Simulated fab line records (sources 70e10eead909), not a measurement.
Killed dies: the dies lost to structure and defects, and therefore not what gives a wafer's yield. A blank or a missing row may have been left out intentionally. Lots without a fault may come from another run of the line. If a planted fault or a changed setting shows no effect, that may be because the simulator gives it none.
Struck lot and sound lot, side by side -- flow nand-harc -- 15 steps out of a route of 1302
Sound: the wafers L790.1, L790.4, L790.6. Struck: wafer L798.2 (left out: L798.4, a lot-mate that was not struck); the cause follows at the end.
For every step that has rows: the tool of each side, followed by ch and its chambers, followed by its first start. Under that, the readings that differ: sound wafers -- struck wafers -- difference of the means -- sigmas: that difference in standard deviations of wafers without a fault.
alike: same words and numbers on both sides, and readings whose means sit less than 2 such deviations apart. not compared: any withheld reading, any reading some wafer has no value for, any bound like >300 that may hide the same value, and any number with overlapping values for which the record gives no deviation.
Wherever a step has rows on one side only, a row that says differs or no value, or a row with sigmas, the two part there. Non-overlapping numbers with no deviation appear without sigmas and do not part them. A reading that every wafer of one side lacks parts them only if that side has two wafers or more.

first, 1 step without rows for these wafers: NHARC_A_ONON_D1_DEP_03 (target thk 1000 nm).
NHARC_A_ONON_D1_THK_MEAS_05: measures by ellipsometry.
  struck on film-metro-02, day 14 13:59; sound on film-metro-01, day 11 07:19
  alike: thk-nm
after that, 1 step with no rows for these wafers: NHARC_A_ONON_D1_DEP_06 (target thk 1000 nm).
NHARC_A_ONON_D1_THK_MEAS_08: measures by ellipsometry.
  struck on film-metro-01, day 14 14:37; sound on film-metro-01, day 11 07:53
  alike: thk-nm
after that, 1 step with no rows for these wafers: NHARC_A_ONON_D1_DEP_09 (target thk 1000 nm).
NHARC_A_ONON_D1_THK_MEAS_11: measures by ellipsometry.
  struck on film-metro-01, day 14 15:10; sound on film-metro-01, day 11 08:27
  alike: thk-nm
after that, 1 step with no rows for these wafers: NHARC_A_ONON_D1_DEP_12 (target thk 1000 nm).
NHARC_A_ONON_D1_THK_MEAS_14: measures by ellipsometry.
  struck on film-metro-02, day 14 15:44; sound on film-metro-02, day 11 09:01
  alike: thk-nm
then, 2 steps without rows for these wafers: NHARC_A_ONON_D1_ANNEAL_15 (time 3600 s); NHARC_A_ONON_D1_DEP_16 (target thk 1000 nm).
NHARC_A_ONON_D1_THK_MEAS_18: measures by ellipsometry.
  struck on film-metro-02, day 14 23:34; sound on film-metro-02, day 11 16:50
  alike: thk-nm
NHARC_A_ONON_D1_DEP_19: target thk 1000 nm.
  sound on pecvd-onon-04 ch 0, day 11 16:54; struck on pecvd-onon-04 ch 0, day 14 23:40
NHARC_A_ONON_D1_THK_MEAS_21: measures by ellipsometry.
  struck on film-metro-01, day 15 00:08; sound on film-metro-01, day 11 17:25
reading,sound,struck,difference,sigmas
thk-nm (nm),1001 1001 1000,346,-655,-60
after that, 1 step with no rows for these wafers: NHARC_A_ONON_D1_DEP_22 (target thk 1000 nm).
-- the record jumps here: 15 days lie between the struck wafers' starts before and after (it left off in module A_ONON_D1 and takes up again in module END, whose first step shown is number 1302 of the route) --
NHARC_END_SORT_01:
  only the struck wafers appear in the record here, on prober-01 ch 0 at day 30 11:11; the sound ones have no rows

== WHERE THEY PART ==
At NHARC_A_ONON_D1_THK_MEAS_21 first; at NHARC_END_SORT_01 last (within this record only).

WHY: the cause the simulator had injected
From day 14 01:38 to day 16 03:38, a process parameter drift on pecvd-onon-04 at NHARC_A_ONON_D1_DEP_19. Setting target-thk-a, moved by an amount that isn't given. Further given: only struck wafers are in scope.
